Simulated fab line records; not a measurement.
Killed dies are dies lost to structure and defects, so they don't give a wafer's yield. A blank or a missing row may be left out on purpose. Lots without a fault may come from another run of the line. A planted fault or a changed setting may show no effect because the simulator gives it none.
fab line records | flow n5Finfet | part 1 of 2: steps 1 to 3 of 6
record lots=21 | wafers=63 | lastDay=18
route steps=1938 shown MOL_CONTACT_COAG@587 BEOL_M0_SAQP@659
lots that met no fault: taken from a fault-free run of the same line
startH: the number of hours between the record's first day and the start of the first shown wafer of the lot | waitH: time in hours since the lot's previous step | " same as the row above | L1.1+2: a row that stands for several wafers | - no value present, or no start provided | * or withheld: withheld | < > ~ a bound
route shown NAME@n: a module of which the file shows steps, and the number in the route of the first | usual: average and standard deviation across the fault-free wafers | same: alike in all rows | chamber/n: place in a boat | sites: readings site by site | _std_site: the values' standard deviation | _edge_site: outer sites' mean less inner sites' | radiusMm: for every site, how far away it sits from the centre of the wafer | mask NAME#n: copy n | behind: tool/chamber where the wafer was last shaped | hold: the reason the lot was held/the length of the hold in hours/how it ended | device: whichever transistor did not switch (one of n, p or np) | end of line: tests run on the same wafers once the route is complete | a step given without rows: its recipe and nothing more | killed: count of dies lost to structure and defects at first sort (not the wafer's yield) | map: per-die view of a wafer (x killed, . not killed, _ where there is no die)
set.NAME: the setting that was run; set.NAME@STEP: the one run at that earlier step | model.NAME: the simulator's own value behind a step, which no gauge read
the route's steps for a sample of lots (tables are steps, rows are wafers)
services: from which hour (startH, from the record's first day; less than 0 if before it) a tool's chamber was out of use, for how many hours, and why
## steps
# step N5_MOL_CONTACT_COAG_STRIP_96
# recipe chemistry=N2/H2 | powerW=500 | tempC=40 | pressureMtorr=50 | rfFrequencyHz=6e+07 | overashFraction=0.3 | biasPowerW=28 | h2Frac=0.5 | n2FlowSccm=300 | h2FlowSccm=300
# usual biasPowerW=28.00/0.085 | drypumpMotorCurrentA=5.7/0.47 | oesProductAu=0.77/0.08 | rfVppV=121.9/1.2 | showerheadPlenumPTorr=3.36/0.11 | throttleValvePct=18.9/0.43
# same overashFraction=0.3
lot.wafer | tool       | chamber | startH | waitH | biasPowerW | drypumpMotorCurrentA | oesProductAu | rfHoursCounterH | rfVppV | showerheadPlenumPTorr | throttleValvePct
L074.3    | rieDiel-03 | 3       | 99.21  | 0.0   | 28.05      | 5.7                  | 0.70         | 229             | 118.5  | 3.17                  | 19.1
L074.4    | "          | 1       | "      | "     | 27.92      | 5.3                  | 0.88         | 38              | 122.4  | 3.43                  | 18.4
L074.5    | "          | 3       | "      | "     | 27.92      | 5.8                  | 0.71         | -               | 123.0  | 3.17                  | 19.1
L075.2    | rieDiel-04 | 3       | 108.31 | 0.0   | 28.05      | 6.4                  | 0.95         | 8               | 120.3  | 3.43                  | 18.7
L075.5    | "          | 0       | "      | "     | 28.02      | 6.7                  | 0.69         | -               | 120.8  | 3.20                  | 19.2
L075.6    | "          | 3       | "      | "     | 28.04      | 6.5                  | 0.97         | -               | 121.1  | 3.43                  | 18.7
L076.1    | rieDiel-04 | 3       | 123.28 | 0.0   | 28.11      | 6.4                  | 0.94         | 15              | 122.9  | 3.43                  | 18.7
L076.4    | "          | 0       | "      | "     | 27.94      | 6.7                  | 0.69         | 235             | 121.0  | 3.20                  | 19.2
L076.6    | "          | 2       | "      | "     | 27.96      | 5.7                  | 0.71         | -               | 119.5  | 3.20                  | 18.7
L077.3    | rieDiel-02 | 2       | 134.01 | 0.0   | 28.10      | 5.2                  | 0.72         | 215             | 122.0  | 3.49                  | 19.7
L077.5    | "          | 1       | "      | "     | 28.10      | 6.3                  | 0.74         | -               | 122.4  | 3.47                  | 19.0
L077.6    | "          | 2       | "      | "     | 28.02      | 5.2                  | 0.71         | -               | 122.6  | 3.49                  | 19.7
L079.3    | rieDiel-04 | 3       | 137.49 | 0.0   | 28.02      | 6.5                  | 0.92         | 19              | 122.2  | 3.43                  | 18.7
L079.4    | "          | 0       | "      | "     | 28.06      | 6.7                  | 0.68         | 239             | 119.2  | 3.20                  | 19.2
L079.6    | "          | 0       | "      | "     | 27.95      | 6.7                  | 0.69         | -               | 121.8  | 3.20                  | 19.2
L080.3    | rieDiel-03 | 2       | 139.86 | 0.0   | 28.10      | 5.4                  | 0.81         | 84              | 121.9  | 3.37                  | 18.6
L080.4    | "          | 3       | "      | "     | 28.05      | 5.7                  | 0.70         | 244             | 122.0  | 3.16                  | 19.1
L080.5    | "          | 1       | "      | "     | 27.99      | 5.3                  | 0.86         | -               | 121.6  | 3.42                  | 18.5
L081.1    | rieDiel-02 | 2       | 143.02 | 0.0   | 28.07      | 5.3                  | 0.71         | 219             | 122.8  | 3.49                  | 19.7
L081.5    | "          | 2       | "      | "     | 28.01      | 5.2                  | 0.71         | -               | 120.3  | 3.49                  | 19.7
L081.6    | "          | 3       | "      | "     | 28.04      | 5.6                  | 0.75         | -               | 122.8  | 3.35                  | 19.1
L083.2    | rieDiel-03 | 1       | 155.55 | 0.0   | 28.02      | 5.3                  | 0.87         | 62              | 123.4  | 3.41                  | 18.4
L083.5    | "          | 1       | "      | "     | 28.07      | 5.3                  | 0.85         | -               | 120.3  | 3.42                  | 18.4
L083.6    | "          | 0       | "      | "     | 28.21      | 5.6                  | 0.73         | -               | 122.9  | 3.36                  | 19.5
L084.1    | rieDiel-03 | 2       | 162.24 | 0.1   | 28.01      | 5.5                  | 0.80         | 92              | 124.2  | 3.37                  | 18.6
L084.3    | "          | 1       | "      | "     | 28.00      | 5.3                  | 0.85         | -               | 120.5  | 3.41                  | 18.4
L084.4    | "          | 2       | "      | "     | 28.06      | 5.4                  | 0.81         | -               | 121.9  | 3.37                  | 18.5
L085.1    | rieDiel-02 | 3       | 166.57 | 0.0   | 27.95      | 5.6                  | 0.74         | 168             | 122.4  | 3.35                  | 19.1
L085.4    | "          | 2       | "      | "     | 27.99      | 5.2                  | 0.71         | 225             | 121.6  | 3.48                  | 19.7
L085.6    | "          | 3       | "      | "     | 27.87      | 5.6                  | 0.75         | -               | 122.1  | 3.35                  | 19.0
L086.1    | rieDiel-02 | 2       | 184.84 | 0.0   | 27.88      | 5.2                  | 0.71         | 230             | 122.0  | 3.48                  | 19.7
L086.3    | "          | 1       | "      | "     | 28.12      | 6.3                  | 0.72         | 215             | 122.9  | 3.47                  | 19.1
L086.5    | "          | 2       | "      | "     | 27.84      | 5.2                  | 0.70         | -               | 122.0  | 3.48                  | 19.7
L087.1    | rieDiel-02 | 0       | 185.16 | 0.0   | 27.86      | 5.3                  | 0.72         | 204             | 121.0  | 3.18                  | 18.5
L087.4    | "          | 1       | "      | "     | 28.10      | 6.2                  | 0.72         | 216             | 123.1  | 3.47                  | 19.1
L087.5    | "          | 1       | "      | "     | 28.07      | 6.3                  | 0.71         | -               | 122.1  | 3.47                  | 19.1
L088.1    | rieDiel-03 | 0       | 192.59 | 0.0   | 27.81      | 5.6                  | 0.73         | 198             | 122.8  | 3.35                  | 19.5
L088.3    | "          | 1       | "      | "     | 28.09      | 5.3                  | 0.82         | 79              | 123.2  | 3.41                  | 18.5
L088.4    | "          | 0       | "      | "     | 27.89      | 5.6                  | 0.72         | -               | 121.4  | 3.35                  | 19.5
L089.1    | rieDiel-03 | 2       | 194.54 | 0.0   | 27.94      | 5.4                  | 0.79         | 107             | 121.2  | 3.36                  | 18.6
L089.4    | "          | 0       | "      | "     | 27.97      | 5.7                  | 0.72         | -               | 121.2  | 3.35                  | 19.5
L089.5    | "          | 2       | "      | "     | 27.95      | 5.4                  | 0.79         | -               | 122.9  | 3.36                  | 18.6
L090.1    | rieDiel-02 | 3       | 203.10 | 0.0   | 27.89      | 5.6                  | 0.73         | 181             | 121.5  | 3.34                  | 19.1
L090.2    | "          | 0       | "      | "     | 28.04      | 5.3                  | 0.72         | 211             | 122.0  | 3.17                  | 18.5
L090.5    | "          | 2       | "      | "     | 28.05      | 5.2                  | 0.70         | -               | 121.6  | 3.48                  | 19.7
L091.2    | rieDiel-02 | 1       | 207.07 | 0.0   | 27.98      | 6.2                  | 0.71         | 223             | 123.2  | 3.46                  | 19.1
L091.3    | "          | 0       | "      | "     | 28.09      | 5.3                  | 0.71         | 212             | 120.4  | 3.17                  | 18.6
L091.6    | "          | 2       | "      | "     | 28.02      | 5.2                  | 0.70         | -               | 124.1  | 3.48                  | 19.7
L092.2    | rieDiel-03 | 2       | 209.37 | 0.0   | 27.88      | 5.5                  | 0.80         | 111             | 122.1  | 3.36                  | 18.6
L092.3    | "          | 0       | "      | "     | 27.89      | 5.7                  | 0.71         | 203             | 120.7  | 3.35                  | 19.5
L092.4    | "          | 1       | "      | "     | 27.91      | 5.3                  | 0.83         | 85              | 122.7  | 3.40                  | 18.5
L093.1    | rieDiel-03 | 1       | 218.09 | 0.0   | 27.92      | 5.3                  | 0.81         | 88              | 123.3  | 3.40                  | 18.5
L093.3    | "          | 3       | "      | "     | 27.91      | 5.8                  | 0.92         | 11              | 123.5  | 3.56                  | 18.7
L093.6    | "          | 2       | "      | "     | 28.01      | 5.5                  | 0.79         | -               | 120.6  | 3.36                  | 18.6
L095.1    | rieDiel-03 | 0       | 226.18 | 0.0   | 28.02      | 5.6                  | 0.71         | 208             | 121.8  | 3.35                  | 19.5
L095.3    | "          | 2       | "      | "     | 27.94      | 5.5                  | 0.77         | 117             | 122.1  | 3.35                  | 18.6
L095.4    | "          | 3       | "      | "     | 28.08      | 5.7                  | 0.94         | 13              | 120.7  | 3.56                  | 18.7
L097.1    | rieDiel-02 | 2       | 237.55 | 0.0   | 27.99      | 5.2                  | 0.69         | 248             | 123.0  | 3.47                  | 19.8
L097.3    | "          | 3       | "      | "     | 27.95      | 5.6                  | 0.72         | 192             | 122.4  | 3.33                  | 19.1
L097.5    | "          | 1       | "      | "     | 28.04      | 6.2                  | 0.71         | -               | 121.5  | 3.46                  | 19.1
L096.1    | rieDiel-04 | 3       | 239.85 | 0.0   | 28.14      | 6.4                  | 0.85         | 60              | 123.4  | 3.40                  | 18.8
L096.3    | "          | 1       | "      | "     | 27.75      | 6.3                  | 0.95         | 13              | 121.7  | 3.29                  | 18.2
L096.5    | "          | 3       | "      | "     | 28.09      | 6.4                  | 0.85         | -               | 122.7  | 3.40                  | 18.8
# step N5_MOL_CONTACT_COAG_ETCH_66
# recipe chemistry=CF4 | target=SiARC | targetDepthA=130 | maskMaterial=CAR-EUV | timeS=21.7 | ionEnergyEv=80 | pressureMtorr=40 | sourceW=545 | biasW=36 | Ar_flow_sccm=100 | cf4FlowSccm=100 | ends=cleared
# usual cf4FlowSccm=100.1/0.32 | drypumpMotorCurrentA=5.9/0.51 | etchRfOnTimeS=21.7/0.5 | oesProductAu=0.67/0.081 | rfVppV=184.1/1.3 | showerheadPlenumPTorr=2.14/0.077 | throttleValvePct=15.59/0.2
lot.wafer | tool       | chamber | startH | waitH | cf4FlowSccm | drypumpMotorCurrentA | etchRfOnTimeS | oesProductAu | rfHoursCounterH | rfVppV | showerheadPlenumPTorr | throttleValvePct
L074.3    | rieDiel-03 | 0       | 99.98  | 0.0   | 100.2       | 5.6                  | 21.1          | 0.65         | 161             | 185.1  | 2.13                  | 15.45
L074.4    | "          | 1       | "      | "     | 100.3       | 5.3                  | 21.9          | 0.75         | 38              | 184.3  | 2.18                  | 15.30
L074.5    | "          | 1       | "      | "     | 100.6       | 5.3                  | 22.0          | 0.75         | -               | 185.1  | 2.18                  | 15.29
L075.2    | rieDiel-02 | 2       | 109.38 | 0.0   | 100.1       | 5.2                  | 21.9          | 0.62         | 206             | 184.6  | 2.21                  | 15.90
L075.5    | "          | 3       | "      | "     | 99.8        | 5.6                  | 20.7          | 0.66         | -               | 185.0  | 2.14                  | 15.52
L075.6    | "          | 0       | "      | "     | 99.6        | 5.3                  | 22.2          | 0.62         | -               | 182.8  | 2.05                  | 15.49
L076.1    | rieDiel-04 | 2       | 124.18 | 0.0   | 101.0       | 5.6                  | 22.4          | 0.60         | 206             | 182.7  | 2.03                  | 15.76
L076.4    | "          | 1       | "      | "     | 100.0       | 6.3                  | 20.9          | 0.60         | 233             | 182.2  | 2.11                  | 15.59
L076.6    | "          | 3       | "      | "     | 100.3       | 6.4                  | 21.5          | 0.80         | -               | 185.3  | 2.19                  | 15.55
L077.3    | rieDiel-03 | 0       | 135.07 | 0.0   | 99.6        | 5.6                  | 21.0          | 0.65         | 174             | 184.2  | 2.13                  | 15.46
L077.5    | "          | 2       | "      | "     | 99.8        | 5.4                  | 21.4          | 0.70         | -               | 183.3  | 2.16                  | 15.33
L077.6    | "          | 1       | "      | "     | 100.0       | 5.3                  | 21.9          | 0.73         | -               | 184.6  | 2.17                  | 15.32
L079.3    | rieDiel-02 | 2       | 138.66 | 0.0   | 100.0       | 5.2                  | 22.2          | 0.59         | 217             | 185.5  | 2.20                  | 15.93
L079.4    | "          | 0       | "      | "     | 100.0       | 5.3                  | 22.4          | 0.61         | 191             | 183.0  | 2.04                  | 15.52
L079.6    | "          | 1       | "      | "     | 100.3       | 6.2                  | 22.2          | 0.61         | -               | 185.4  | 2.21                  | 15.58
L080.3    | rieDiel-02 | 2       | 140.75 | 0.0   | 100.4       | 5.2                  | 21.9          | 0.60         | 218             | 185.9  | 2.20                  | 15.95
L080.4    | "          | 3       | "      | "     | 100.0       | 5.6                  | 20.6          | 0.66         | 162             | 184.9  | 2.14                  | 15.56
L080.5    | "          | 1       | "      | "     | 100.3       | 6.2                  | 22.1          | 0.61         | -               | 183.9  | 2.21                  | 15.59
L081.1    | rieDiel-04 | 3       | 143.91 | 0.0   | 100.3       | 6.4                  | 21.6          | 0.77         | 22              | 185.1  | 2.19                  | 15.58
L081.5    | "          | 0       | "      | "     | 100.3       | 6.7                  | 22.0          | 0.58         | -               | 181.7  | 2.02                  | 15.97
L081.6    | "          | 3       | "      | "     | 100.4       | 6.4                  | 21.6          | 0.77         | -               | 185.9  | 2.19                  | 15.56
L083.2    | rieDiel-02 | 0       | 156.44 | 0.0   | 99.9        | 5.3                  | 22.1          | 0.61         | 195             | 182.8  | 2.04                  | 15.51
L083.5    | "          | 3       | "      | "     | 100.1       | 5.6                  | 20.9          | 0.65         | -               | 184.4  | 2.13                  | 15.58
L083.6    | "          | 0       | "      | "     | 99.7        | 5.3                  | 22.2          | 0.60         | -               | 182.0  | 2.04                  | 15.51
L084.1    | rieDiel-04 | 1       | 163.25 | 0.0   | 100.0       | 6.3                  | 21.4          | 0.58         | 247             | 183.5  | 2.10                  | 15.61
L084.3    | "          | 3       | "      | "     | 99.2        | 6.4                  | 21.8          | 0.76         | 30              | 183.6  | 2.19                  | 15.59
L084.4    | "          | 2       | "      | "     | 100.4       | 5.6                  | 22.4          | 0.60         | 221             | 180.6  | 2.03                  | 15.77
L085.1    | rieDiel-04 | 1       | 167.38 | 0.0   | 100.5       | 6.3                  | 21.0          | 0.58         | 249             | 184.9  | 2.10                  | 15.61
L085.4    | "          | 1       | "      | "     | 101.1       | 6.3                  | 21.0          | 0.59         | -               | 183.1  | 2.10                  | 15.63
L085.6    | "          | 2       | "      | "     | 100.0       | 5.6                  | 22.4          | 0.60         | -               | 182.7  | 2.03                  | 15.82
L086.1    | rieDiel-03 | 3       | 185.60 | 0.0   | 100.3       | 5.7                  | 21.8          | 0.82         | 4               | 185.4  | 2.27                  | 15.40
L086.3    | "          | 2       | "      | "     | 100.1       | 5.5                  | 21.8          | 0.68         | 103             | 184.3  | 2.15                  | 15.39
L086.5    | "          | 3       | "      | "     | 100.2       | 5.7                  | 21.7          | 0.82         | -               | 187.9  | 2.27                  | 15.43
L087.1    | rieDiel-02 | 0       | 185.93 | 0.0   | 100.1       | 5.3                  | 22.0          | 0.60         | 204             | 183.8  | 2.04                  | 15.53
L087.4    | "          | 3       | "      | "     | 100.1       | 5.6                  | 21.0          | 0.63         | 175             | 184.0  | 2.13                  | 15.58
L087.5    | "          | 0       | "      | "     | 100.4       | 5.3                  | 22.1          | 0.61         | -               | 182.8  | 2.04                  | 15.53
L088.1    | rieDiel-02 | 1       | 194.07 | 0.0   | 99.6        | 6.2                  | 22.5          | 0.59         | 219             | 185.0  | 2.20                  | 15.63
L088.3    | "          | 3       | "      | "     | 100.5       | 5.6                  | 21.1          | 0.63         | 177             | 184.5  | 2.13                  | 15.60
L088.4    | "          | 0       | "      | "     | 100.1       | 5.3                  | 22.2          | 0.60         | 207             | 183.7  | 2.04                  | 15.54
L089.1    | rieDiel-04 | 3       | 195.49 | 0.0   | 99.9        | 6.3                  | 21.8          | 0.75         | 44              | 185.0  | 2.18                  | 15.62
L089.4    | "          | 0       | "      | "     | 100.1       | 6.7                  | 21.8          | 0.79         | -               | 186.6  | 2.27                  | 15.49
L089.5    | "          | 2       | "      | "     | 100.4       | 5.6                  | 22.8          | 0.59         | -               | 183.3  | 2.02                  | 15.84
L090.1    | rieDiel-04 | 1       | 203.86 | 0.0   | 99.7        | 6.3                  | 20.9          | 0.86         | 1               | 183.0  | 2.10                  | 15.16
L090.2    | "          | 0       | "      | "     | 99.9        | 6.7                  | 21.6          | 0.79         | 9               | 186.9  | 2.27                  | 15.50
L090.5    | "          | 3       | "      | "     | 100.2       | 6.4                  | 21.6          | 0.75         | -               | 186.1  | 2.18                  | 15.63
L091.2    | rieDiel-03 | 1       | 207.84 | 0.0   | 99.9        | 5.3                  | 21.7          | 0.70         | 84              | 184.3  | 2.16                  | 15.38
L091.3    | "          | 0       | "      | "     | 100.3       | 5.6                  | 21.1          | 0.62         | 203             | 184.0  | 2.12                  | 15.51
L091.6    | "          | 0       | "      | "     | 99.5        | 5.6                  | 21.2          | 0.62         | -               | 184.9  | 2.12                  | 15.51
L092.2    | rieDiel-03 | 3       | 210.15 | 0.0   | 100.1       | 5.7                  | 21.6          | 0.82         | 7               | 185.7  | 2.27                  | 15.41
L092.3    | "          | 0       | "      | "     | 99.7        | 5.6                  | 21.4          | 0.62         | 203             | 183.9  | 2.12                  | 15.53
L092.4    | "          | 2       | "      | "     | 99.8        | 5.4                  | 21.5          | 0.68         | 112             | 185.9  | 2.15                  | 15.39
L093.1    | rieDiel-02 | 2       | 219.04 | 0.0   | 99.9        | 5.2                  | 22.0          | 0.59         | 242             | 184.4  | 2.19                  | 15.97
L093.3    | "          | 1       | "      | "     | 100.3       | 6.2                  | 22.4          | 0.60         | 227             | 185.3  | 2.20                  | 15.63
L093.6    | "          | 2       | "      | "     | 100.1       | 5.2                  | 21.8          | 0.59         | -               | 184.1  | 2.19                  | 15.97
L095.1    | rieDiel-04 | 0       | 227.07 | 0.0   | 100.2       | 6.7                  | 21.6          | 0.78         | 17              | 185.8  | 2.27                  | 15.51
L095.3    | "          | 1       | "      | "     | 99.8        | 6.3                  | 20.8          | 0.83         | 9               | 182.5  | 2.10                  | 15.18
L095.4    | "          | 3       | "      | "     | 99.7        | 6.4                  | 21.7          | 0.73         | 55              | 184.7  | 2.18                  | 15.64
L097.1    | rieDiel-03 | 0       | 238.31 | 0.0   | 99.8        | 5.6                  | 21.0          | 0.63         | 211             | 184.7  | 2.12                  | 15.52
L097.3    | "          | 2       | "      | "     | 100.3       | 5.4                  | 21.3          | 0.67         | 121             | 185.0  | 2.14                  | 15.41
L097.5    | "          | 2       | "      | "     | 99.7        | 5.4                  | 21.4          | 0.67         | -               | 183.3  | 2.14                  | 15.42
L096.1    | rieDiel-04 | 3       | 240.74 | 0.0   | 100.0       | 6.4                  | 21.7          | 0.72         | 61              | 183.8  | 2.18                  | 15.65
L096.3    | "          | 0       | "      | "     | 100.0       | 6.7                  | 21.7          | 0.76         | 22              | 186.2  | 2.27                  | 15.53
L096.5    | "          | 0       | "      | "     | 99.9        | 6.7                  | 21.4          | 0.76         | -               | 185.2  | 2.27                  | 15.53
# step N5_MOL_CONTACT_COAG_ETCH_124
# recipe chemistry=CH3F/O2 | target=SiNx | targetDepthA=65 | maskMaterial=SOC | stopOn=SiOC | overEtchFrac=0.3 | ionEnergyEv=120 | pressureMtorr=30 | sourceW=395 | biasW=73 | Ar_flow_sccm=150 | CH3F_flow_sccm=30 | O2_flow_sccm=20 | ends=endPoint
# usual drypumpMotorCurrentA=5.8/0.48 | oesProductAu=0.66/0.075 | rfVppV=300/6.9 | showerheadPlenumPTorr=2.00/0.078 | throttleValvePct=16.32/0.22
lot.wafer | tool       | chamber | startH | waitH | drypumpMotorCurrentA | oesProductAu | rfHoursCounterH | rfVppV | showerheadPlenumPTorr | throttleValvePct
L074.3    | rieDiel-02 | 0       | 101.14 | 0.0   | 5.3                  | 0.62         | 177             | 299    | 1.90                  | 16.11
L074.4    | "          | 1       | "      | "     | 6.2                  | 0.62         | 189             | 307    | 2.08                  | 16.32
L074.5    | "          | 2       | "      | "     | 5.2                  | 0.62         | -               | 298    | 2.07                  | 16.65
L075.2    | rieDiel-04 | 2       | 109.99 | 0.0   | 5.6                  | 0.62         | 200             | 299    | 1.89                  | 16.42
L075.5    | "          | 0       | "      | "     | 6.7                  | 0.59         | -               | 304    | 1.89                  | 16.66
L075.6    | "          | 1       | "      | "     | 6.3                  | 0.59         | -               | 288    | 1.97                  | 16.27
L076.1    | rieDiel-02 | 1       | 124.63 | 0.0   | 6.2                  | 0.62         | 198             | 309    | 2.08                  | 16.32
L076.4    | "          | 2       | "      | "     | 5.2                  | 0.61         | 212             | 297    | 2.07                  | 16.65
L076.6    | "          | 2       | "      | "     | 5.2                  | 0.61         | -               | 296    | 2.07                  | 16.64
L077.3    | rieDiel-03 | 3       | 135.84 | 0.0   | 5.7                  | 0.61         | 242             | 281    | 1.90                  | 16.64
L077.5    | "          | 3       | "      | "     | 5.7                  | 0.60         | -               | 283    | 1.90                  | 16.64
L077.6    | "          | 0       | "      | "     | 5.7                  | 0.64         | -               | 303    | 1.98                  | 16.14
L079.3    | rieDiel-04 | 1       | 139.19 | 0.0   | 6.3                  | 0.58         | 237             | 289    | 1.97                  | 16.31
L079.4    | "          | 0       | "      | "     | 6.7                  | 0.58         | 240             | 304    | 1.89                  | 16.70
L079.6    | "          | 3       | "      | "     | 6.4                  | 0.78         | -               | 307    | 2.06                  | 16.36
L080.3    | rieDiel-03 | 1       | 141.26 | 0.0   | 5.3                  | 0.74         | 56              | 299    | 2.02                  | 15.95
L080.4    | "          | 3       | "      | "     | 5.7                  | 0.60         | 244             | 282    | 1.89                  | 16.63
L080.5    | "          | 0       | "      | "     | 5.6                  | 0.64         | -               | 300    | 1.98                  | 16.14
L081.1    | rieDiel-04 | 1       | 144.36 | 0.0   | 6.3                  | 0.58         | 239             | 288    | 1.97                  | 16.32
L081.5    | "          | 1       | "      | "     | 6.3                  | 0.58         | -               | 288    | 1.97                  | 16.31
L081.6    | "          | 0       | "      | "     | 6.7                  | 0.58         | -               | 304    | 1.89                  | 16.71
L083.2    | rieDiel-03 | 0       | 157.31 | 0.0   | 5.6                  | 0.63         | 183             | 300    | 1.98                  | 16.16
L083.5    | "          | 3       | "      | "     | 5.7                  | 0.60         | -               | 281    | 1.89                  | 16.67
L083.6    | "          | 0       | "      | "     | 5.6                  | 0.63         | -               | 300    | 1.98                  | 16.16
L084.1    | rieDiel-03 | 0       | 163.79 | 0.0   | 5.6                  | 0.63         | 186             | 301    | 1.98                  | 16.17
L084.3    | "          | 2       | "      | "     | 5.4                  | 0.69         | 93              | 305    | 2.02                  | 16.10
L084.4    | "          | 2       | "      | "     | 5.4                  | 0.69         | -               | 303    | 2.02                  | 16.11
L085.1    | rieDiel-02 | 0       | 168.17 | 0.0   | 5.3                  | 0.61         | 198             | 300    | 1.89                  | 16.16
L085.4    | "          | 1       | "      | "     | 6.2                  | 0.62         | 210             | 309    | 2.07                  | 16.35
L085.6    | "          | 1       | "      | "     | 6.2                  | 0.61         | -               | 307    | 2.07                  | 16.37
L086.1    | rieDiel-03 | 1       | 186.20 | 0.0   | 5.3                  | 0.71         | 77              | 298    | 2.01                  | 15.98
L086.3    | "          | 3       | "      | "     | 5.7                  | 0.83         | 4               | 287    | 2.14                  | 16.17
L086.5    | "          | 0       | "      | "     | 5.6                  | 0.63         | -               | 302    | 1.98                  | 16.17
L087.1    | rieDiel-04 | 2       | 186.49 | 0.0   | 5.6                  | 0.60         | 231             | 300    | 1.88                  | 16.49
L087.4    | "          | 0       | "      | "     | 6.7                  | 0.81         | -               | 308    | 2.14                  | 16.24
L087.5    | "          | 2       | "      | "     | 5.6                  | 0.61         | -               | 298    | 1.88                  | 16.50
L088.1    | rieDiel-04 | 0       | 194.61 | 0.0   | 6.7                  | 0.80         | 6               | 311    | 2.14                  | 16.24
L088.3    | "          | 3       | "      | "     | 6.4                  | 0.74         | 43              | 306    | 2.05                  | 16.38
L088.4    | "          | 2       | "      | "     | 5.6                  | 0.60         | -               | 299    | 1.88                  | 16.50
L089.1    | rieDiel-02 | 2       | 195.93 | 0.0   | 5.2                  | 0.60         | 235             | 298    | 2.06                  | 16.70
L089.4    | "          | 0       | "      | "     | 5.3                  | 0.61         | 208             | 298    | 1.89                  | 16.17
L089.5    | "          | 0       | "      | "     | 5.3                  | 0.61         | -               | 299    | 1.89                  | 16.17
L090.1    | rieDiel-04 | 0       | 204.57 | 0.0   | 6.7                  | 0.79         | 10              | 311    | 2.13                  | 16.24
L090.2    | "          | 1       | "      | "     | 6.3                  | 0.84         | 1               | 289    | 1.96                  | 15.90
L090.5    | "          | 0       | "      | "     | 6.7                  | 0.78         | -               | 310    | 2.13                  | 16.26
L091.2    | rieDiel-03 | 2       | 208.62 | 0.0   | 5.5                  | 0.67         | 111             | 304    | 2.01                  | 16.13
L091.3    | "          | 0       | "      | "     | 5.6                  | 0.62         | 203             | 300    | 1.97                  | 16.18
L091.6    | "          | 2       | "      | "     | 5.5                  | 0.67         | -               | 306    | 2.01                  | 16.13
L092.2    | rieDiel-04 | 3       | 210.59 | 0.0   | 6.4                  | 0.74         | 49              | 307    | 2.05                  | 16.40
L092.3    | "          | 0       | "      | "     | 6.7                  | 0.78         | 11              | 307    | 2.13                  | 16.27
L092.4    | "          | 2       | "      | "     | 5.6                  | 0.60         | 241             | 299    | 1.88                  | 16.52
L093.1    | rieDiel-04 | 3       | 219.48 | 0.0   | 6.4                  | 0.73         | 52              | 306    | 2.05                  | 16.41
L093.3    | "          | 2       | "      | "     | 5.6                  | 0.60         | 244             | 298    | 1.88                  | 16.53
L093.6    | "          | 2       | "      | "     | 5.6                  | 0.60         | -               | 299    | 1.88                  | 16.52
L095.1    | rieDiel-02 | 2       | 227.52 | 0.0   | 5.2                  | 0.59         | 245             | 297    | 2.06                  | 16.72
L095.3    | "          | 0       | "      | "     | 5.3                  | 0.60         | 219             | 299    | 1.88                  | 16.19
L095.4    | "          | 1       | "      | "     | 6.2                  | 0.60         | 230             | 308    | 2.07                  | 16.39
L097.1    | rieDiel-02 | 2       | 238.76 | 0.0   | 5.2                  | 0.59         | 248             | 297    | 2.06                  | 16.71
L097.3    | "          | 3       | "      | "     | 5.6                  | 0.61         | 193             | 300    | 2.00                  | 16.43
L097.5    | "          | 2       | "      | "     | 5.2                  | 0.59         | -               | 296    | 2.06                  | 16.72
L096.1    | rieDiel-03 | 2       | 241.51 | 0.0   | 5.4                  | 0.66         | 123             | 305    | 2.01                  | 16.15
L096.3    | "          | 3       | "      | "     | 5.7                  | 0.79         | 18              | 287    | 2.14                  | 16.21
L096.5    | "          | 3       | "      | "     | 5.7                  | 0.78         | -               | 286    | 2.14                  | 16.19
